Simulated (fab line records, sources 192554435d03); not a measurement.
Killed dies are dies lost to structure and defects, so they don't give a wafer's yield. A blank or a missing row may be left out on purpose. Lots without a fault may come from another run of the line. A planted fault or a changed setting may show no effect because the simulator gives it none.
Split-lot experiment | flow n5_finfet | 7 lots, 21 wafers read, on a route of 1938 steps

THE SPLIT
At N5_BEOL_M7_ILD_DEP_00 (deposits SiCOH lowk from DEMS/porogen, target thk 179.75 nm, time 33.4 s), the setting time_s was moved away from the recipe's 33.4 s on 12 of the 21 wafers read, by -12.6% to +10.3%. The other wafers ran this setting at the recipe's value.

FROM THE SPLIT TO THE READING: what the file shows between them, 1 step
- N5_BEOL_M7_CURE_74: cures SiCOH lowk, time 240 s

THE READING
M7_ILD_THK, in nm, at N5_BEOL_M7_THK_MEAS_01. Fault-free wafers of this fab line usually give 155.2 nm, standard deviation 2.3 nm.

wafer  | tool, chamber at the split | time_s as run, s | against the recipe | M7_ILD_THK, nm | against lot-mates on the recipe
L076.1 | pecvd-03, 2                | 29.2             | -12.6%             | 132.1          | no lot-mate on the recipe
L076.2 | pecvd-03, 1                | 29.2             | -12.6%             | 133.6          | no lot-mate on the recipe
L076.4 | pecvd-03, 2                | 29.2             | -12.6%             | 133.9          | no lot-mate on the recipe
L078.2 | pecvd-04, 2                | 33.4             | recipe             | 156.0          | -
L078.3 | pecvd-04, 1                | 33.4             | recipe             | 149.3          | -
L078.5 | pecvd-04, 0                | 33.4             | recipe             | 154.9          | -
L085.4 | pecvd-03, 1                | 36.06            | +8.0%              | 167.7          | +12.6
L085.5 | pecvd-03, 0                | 36.06            | +8.0%              | 169.1          | +14.0
L085.6 | pecvd-03, 2                | 33.4             | recipe             | 155.1          | -
L086.1 | pecvd-03, 2                | 33.4             | recipe             | 155.5          | -
L086.3 | pecvd-03, 0                | 31.33            | -6.2%              | 145.6          | -11.0
L086.6 | pecvd-03, 0                | 33.4             | recipe             | 157.7          | -
L092.1 | pecvd-01, 0                | 31.06            | -7.0%              | 142.5          | -10.1
L092.2 | pecvd-01, 1                | 33.4             | recipe             | 152.6          | -
L092.5 | pecvd-01, 0                | 31.06            | -7.0%              | 142.8          | -9.8
L093.2 | pecvd-01, 0                | 33.4             | recipe             | 154.8          | -
L093.4 | pecvd-01, 1                | 36.83            | +10.3%             | 172.8          | +18.0
L093.6 | pecvd-01, 2                | 36.83            | +10.3%             | 173.2          | +18.4
L096.2 | pecvd-04, 2                | 33.4             | recipe             | 153.9          | -
L096.3 | pecvd-04, 0                | 34.92            | +4.6%              | 160.4          | +6.5
L096.4 | pecvd-04, 1                | 34.92            | +4.6%              | 161.4          | +7.5

THE FIT
A straight line over all 21 wafers: M7_ILD_THK changes by +1.7 nm for each +1% of time_s; r = +0.99; the points scatter about the line by 1.7 nm.
The same after taking each lot's own level away (the mean of its wafers on the recipe; 18 wafers): +1.65 nm for each +1%; r = +0.99; scatter 1.5 nm.
On that fit, the largest move of time_s shifts the reading by 21 nm.
The lots' own levels span 152.60 to 156.60 nm, that is 1.7 times the standard deviation above.
So the lot-to-lot level changes the slope little: the two slopes agree.
Check: with one of the wafers moved furthest among these (+10.3%) left out of the fit, the line predicts +16.9 nm for it against its lot-mates. It came out at +18 nm against them.

OTHER SPLITS ON THESE WAFERS
These wafers also went through other splits before the reading. Each is held against what the fit with the lots' levels taken away leaves over:
other split on the same wafers | wafers away from the commonest value | r with M7_ILD_THK (lot level and that fit taken away)
N5_BEOL_M6_EXPOSE_08 dose_mj   | 6                                    | -0.12

THE WHOLE CHAIN: every reading that the file lists as answering this split, in the file's order
step                   | what it does                                                             | reading                                                                                  | change (the file's fit)              | r (the file's)
N5_BEOL_M7_ILD_DEP_00  | deposits SiCOH lowk from DEMS/porogen, target thk 179.75 nm, time 33.4 s | SiCOH_lowk_of_BEOL_M7_ILD_DEP_00.thk_nm (the simulator's own value, which no gauge read) | +1.9 nm for each +1% of the setting  | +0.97
N5_BEOL_M7_CURE_74     | cures SiCOH lowk, time 240 s                                             | SiCOH_lowk_of_BEOL_M7_ILD_DEP_00.thk_nm (the simulator's own value, which no gauge read) | +1.67 nm for each +1% of the setting | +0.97
N5_BEOL_M7_THK_MEAS_01 |                                                                          | M7_ILD_THK                                                                               | +1.67 for each +1% of the setting    | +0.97

THE FILE'S OWN FIT
M7_ILD_THK changes by +1.67 nm for each +1% of time_s, r = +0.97.
